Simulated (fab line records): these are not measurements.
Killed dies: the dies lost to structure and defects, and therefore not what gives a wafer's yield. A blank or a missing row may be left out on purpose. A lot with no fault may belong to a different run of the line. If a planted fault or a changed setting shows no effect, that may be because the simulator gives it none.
Which tool is to blame? ; flow n5_finfet ; 9 lots with 27 wafers sampled at 7 steps, on a route of 1938 steps

## WHAT EACH GAUGE READ, for each wafer
N5_SD_EPI_P_EPI_MEAS_23.
lot;measured;on;thk_nm (nm)
L104;day 4 02:37;film_metro-02;60.6 62.2 61.7
L105;day 4 09:56;film_metro-02;60.3 60.4 63.3
L106;day 4 18:22;film_metro-02;60.3 60.3 59.4
L111;day 6 03:32;film_metro-01;67.2 68.6 68.4
L113;day 6 13:55;film_metro-02;68.3 68.0 65.1
L115;day 6 21:30;film_metro-02;61.1 60.6 60.3
L120;day 8 06:35;film_metro-02;61.1 60.4 61.6
L121;day 8 10:40;film_metro-01;62.4 61.3 60.5
L123;day 8 22:33;film_metro-02;60.4 62.2 61.3

N5_SD_ACTIVATION_RS_MEAS_03: uses a four-point probe to measure.
lot;measured;on;RS_SD_N (ohm/sq);RS_SD_P (ohm/sq)
L104;day 4 03:14;film_metro-02;21.91 22.00 22.28;58.0 57.5 57.2
L105;day 4 10:38;film_metro-02;21.81 22.14 22.46;55.7 55.5 54.6
L106;day 4 19:00;film_metro-02;21.68 21.70 21.95;56.0 55.9 56.6
L111;day 6 04:13;film_metro-02;22.03 21.60 21.92;48.0 47.8 47.4
L113;day 6 14:31;film_metro-02;22.13 21.85 21.90;46.8 47.3 47.0
L115;day 6 22:09;film_metro-01;22.46 22.06 22.26;56.1 56.4 56.2
L120;day 8 07:14;film_metro-01;22.30 22.42 22.27;55.6 55.5 55.0
L121;day 8 11:19;film_metro-01;21.95 21.68 21.63;55.6 54.9 56.3
L123;day 8 23:11;film_metro-01;21.77 21.68 21.60;56.8 55.7 56.4

N5_BEOL_M4_RC_MEAS_101.
lot;measured;on;DIBL_N (mV/V);DIBL_P (mV/V);IOFF_N (nA/um);IOFF_P (nA/um);ION_N (uA/um);ION_P (uA/um);REXT_P (ohm.um);RS_SD_P (ohm/sq);SS_N (mV/dec);SS_P (mV/dec);VT_N (mV);VT_P (mV)
L104;day 8 20:26;prober-01;35.7 33.3 37.1;36 34 38;0.15 0.11 0.18;0.19 0.17 0.24;673 651 669;458 455 461;107.8 107.1 106.4;67.6 66.6 66.3;71.9 70.6 71.6;72.4 71.8 73.8;253 255 248;-250 -253 -249
L105;day 8 20:35;prober-02;37.5 41.0 37.7;38 43 38;0.19 0.31 0.18;0.24 0.37 0.25;679 711 683;463 480 469;102.4 104.1 103.3;65.4 65.6 64.4;71.3 72.8 72.1;73.4 75.0 73.4;249 238 248;-248 -242 -247
L106;day 8 23:56;prober-02;31.0 33.5 33.7;28 33 35;0.08 0.12 0.13;0.12 0.18 0.19;644 679 672;452 467 462;99.5 99.0 100.8;66.4 66.5 66.2;70.6 69.8 70.2;70.8 72.5 73.0;259 253 250;-255 -251 -250
L111;day 11 11:34;prober-01;39.7 33.7 36.6;42 34 39;0.30 0.13 0.21;0.42 0.22 0.33;716 670 701;495 472 496;93.6 94.5 94.0;56.4 56.3 55.5;72.8 72.0 71.9;74.5 73.1 74.5;239 252 241;-236 -247 -241
L113;day 11 13:14;prober-02;35.6 34.5 37.2;36 35 39;0.15 0.14 0.18;0.19 0.19 0.26;660 672 678;458 463 461;92.6 92.1 91.1;55.3 56.0 55.9;71.4 71.0 71.9;73.4 72.7 74.1;250 248 246;-251 -252 -247
L115;day 11 19:13;prober-02;35.8 36.5 38.3;36 37 38;0.13 0.14 0.19;0.21 0.21 0.27;659 658 682;465 455 471;101.2 104.7 102.7;65.7 66.1 65.6;71.9 71.5 72.0;73.3 73.3 74.3;256 252 248;-249 -250 -248
L120;day 13 00:09;prober-02;37.6 35.7 37.4;37 34 36;0.19 0.16 0.20;0.24 0.21 0.24;683 667 685;463 462 466;96.1 94.9 95.7;65.8 64.3 64.2;72.1 71.5 72.0;73.9 73.3 73.8;249 249 244;-249 -250 -250
L121;day 13 22:40;prober-02;40.5 38.6 39.9;38 36 38;0.23 0.17 0.21;0.26 0.22 0.25;684 662 687;465 460 466;101.2 99.7 101.1;65.3 65.9 66.4;72.7 73.0 71.8;73.8 73.4 74.0;246 250 250;-249 -249 -248
L123;day 14 00:07;prober-02;37.5 34.7 37.5;39 35 40;0.18 0.13 0.19;0.22 0.17 0.26;679 673 677;466 459 463;100.1 99.5 98.3;66.4 65.3 66.9;72.5 71.5 72.1;73.7 73.4 74.5;251 254 248;-252 -252 -249

## TOOL THAT RAN EACH LOT (tool first, then ch and the chambers of the sampled wafers, then the start)
lot;N5_SD_EPI_N_ETCH_16;N5_SD_EPI_P_EPI_21;N5_SD_ACTIVATION_LSA_01;N5_ILD0_LINER_00
L104;rie_diel-01 ch 0,1,3, day 3 19:13;epi_rpcvd-01 ch 0, day 4 00:25;laser_anneal-01 ch 0, day 4 03:01;ald_sin-01 ch 1,2, day 4 03:35
L105;rie_diel-01 ch 0,1, day 4 02:17;epi_rpcvd-03 ch 0, day 4 07:44;laser_anneal-02 ch 0, day 4 10:26;ald_sin-01 ch 1,2,3, day 4 10:59
L106;rie_diel-01 ch 0,2,3, day 4 11:05;epi_rpcvd-01 ch 0, day 4 16:32;laser_anneal-01 ch 0, day 4 18:49;ald_sin-01 ch 0,3, day 4 19:46
L111;rie_diel-03 ch 0,2, day 5 16:03;epi_rpcvd-01 ch 0, day 6 01:04;laser_anneal-01 ch 0, day 6 04:02;ald_sin-01 ch 0,1,2, day 6 04:34
L113;rie_diel-05 ch 1,2,3, day 6 03:36;epi_rpcvd-01 ch 0, day 6 11:00;laser_anneal-01 ch 0, day 6 14:19;ald_sin-01 ch 1,2,3, day 6 15:28
L115;rie_diel-01 ch 1,3, day 6 13:29;epi_rpcvd-03 ch 0, day 6 20:01;laser_anneal-01 ch 0, day 6 21:58;ald_sin-01 ch 1,3, day 6 22:28
L120;rie_diel-01 ch 0,1,3, day 7 22:29;epi_rpcvd-03 ch 0, day 8 05:07;laser_anneal-02 ch 0, day 8 07:03;ald_sin-04 ch 0,2,3, day 8 07:34
L121;rie_diel-03 ch 0,2,3, day 8 03:18;epi_rpcvd-02 ch 0, day 8 09:11;laser_anneal-01 ch 0, day 8 11:08;ald_sin-03 ch 0,1,3, day 8 13:08
L123;rie_diel-01 ch 0,1, day 8 15:07;epi_rpcvd-02 ch 0, day 8 20:43;laser_anneal-01 ch 0, day 8 22:59;ald_sin-01 ch 0,1,3, day 8 23:31
- N5_SD_EPI_N_ETCH_16: etches SiO2 in CHF3/O2, target depth 5 nm.
- N5_SD_EPI_P_EPI_21: deposits SiGe:B, time 355 s.
- N5_SD_ACTIVATION_LSA_01: time 0.0008 s.
- N5_ILD0_LINER_00: material SiNx, target thk 4 nm, pulse time 1 s, purge time 2 s.

## AS READ BY THE TOOLS THEMSELVES (means over the sampled wafers that have a number; for cases with no such wafer, the mark the record gives instead)
N5_SD_EPI_N_ETCH_16.
lot;tool;drypump_motor_current_A (A);oes_product_au (a.u.);rf_vpp_V (V);showerhead_plenum_p_Torr (Torr);throttle_valve_pct (%)
L104;rie_diel-01;5.5;0.74;517;2.48;19.04
L105;rie_diel-01;5.6;0.69;512;2.50;19.27
L106;rie_diel-01;5.8;0.74;520;2.41;19.12
L111;rie_diel-03;5.7;0.80;527;2.40;19.12
L113;rie_diel-05;5.9;0.83;533;2.36;18.79
L115;rie_diel-01;5.3;0.74;512;2.47;19.05
L120;rie_diel-01;5.5;0.82;517;2.46;18.96
L121;rie_diel-03;5.6;0.81;534;2.47;18.96
L123;rie_diel-01;5.3;0.76;506;2.48;19.16

N5_SD_EPI_P_EPI_21.
lot;tool;chamber_pressure_Torr (Torr)
L104;epi_rpcvd-01;19.97
L105;epi_rpcvd-03;19.98
L106;epi_rpcvd-01;19.95
L111;epi_rpcvd-01;25.90
L113;epi_rpcvd-01;25.92
L115;epi_rpcvd-03;20.02
L120;epi_rpcvd-03;19.98
L121;epi_rpcvd-02;19.94
L123;epi_rpcvd-02;19.96

N5_SD_ACTIVATION_LSA_01.
lot;tool;wafer_temp_C_max
L104;laser_anneal-01;1084.6
L105;laser_anneal-02;1085.2
L106;laser_anneal-01;1085.0
L111;laser_anneal-01;1083.7
L113;laser_anneal-01;1084.5
L115;laser_anneal-01;1084.1
L120;laser_anneal-02;1085.9
L121;laser_anneal-01;1085.6
L123;laser_anneal-01;1086.6

N5_ILD0_LINER_00.
lot;tool;heater_power_w (W);precursor_pulse_height_rel
L104;ald_sin-01;859;0.998
L105;ald_sin-01;843;1.001
L106;ald_sin-01;863;0.995
L111;ald_sin-01;886;0.999
L113;ald_sin-01;860;1.007
L115;ald_sin-01;878;0.991
L120;ald_sin-04;813;1.012
L121;ald_sin-03;915;1.015
L123;ald_sin-01;886;1.003

## THE ANSWER, worked out from the rows above alone
Rule: usual is defined by the lots themselves. Put in order of their means at a reading, lots are off if they are a third of the lots or fewer, leave a main group of 4 or more, and stand apart from it by a gap of 3 or more times the standard deviation of the main group's means; of several such gaps the widest counts. The tables above print the reading to a certain number of digits; a main group whose means all agree to those digits is not used. Also off: a lot with no number at a reading for which 4 or more lots have one. Any other lot the step has rows for is counted as sound. Order of review: gauges by route order, followed by the tools' own readings, for which a lot's mean as printed above is used. The first step at which some lot is off is used, and at that step the reading that is off furthest; a lot without a number counts as furthest.
Off at N5_SD_EPI_P_EPI_MEAS_23 (thk_nm): L111, L113. Main group: mean 61.0 nm, sd 0.5.
If a tool, at a process step before that reading, ran all the lots that are off and no sound lot after the first of them, it fits. The gauges at N5_SD_EPI_P_EPI_MEAS_23 aren't tried: what is off there is off at N5_BEOL_M4_RC_MEAS_101 too, on other tools, and a gauge's error can't cause that. One fits: epi_rpcvd-01 at N5_SD_EPI_P_EPI_21. A fault onset in the window from L106 (day 4 16:32, its last sound lot) to L111 (day 6 01:04, its first lot off) fits.
The tool's own readings at N5_SD_EPI_P_EPI_21 bear it out: on the lots that are off they differ by more than 5 times the standard deviation of the sound lots' means. chamber_pressure_Torr reads 25.91 Torr there against 19.97 Torr on the sound lots.

## WHAT HAD BEEN PUT IN BY THE SIMULATOR
Drift in process parameters on epi_rpcvd-01 at N5_SD_EPI_P_EPI_21, starting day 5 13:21. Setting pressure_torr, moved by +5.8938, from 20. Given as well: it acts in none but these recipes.
Struck lots among those shown: L111, L113. This agrees with what the rule above found.
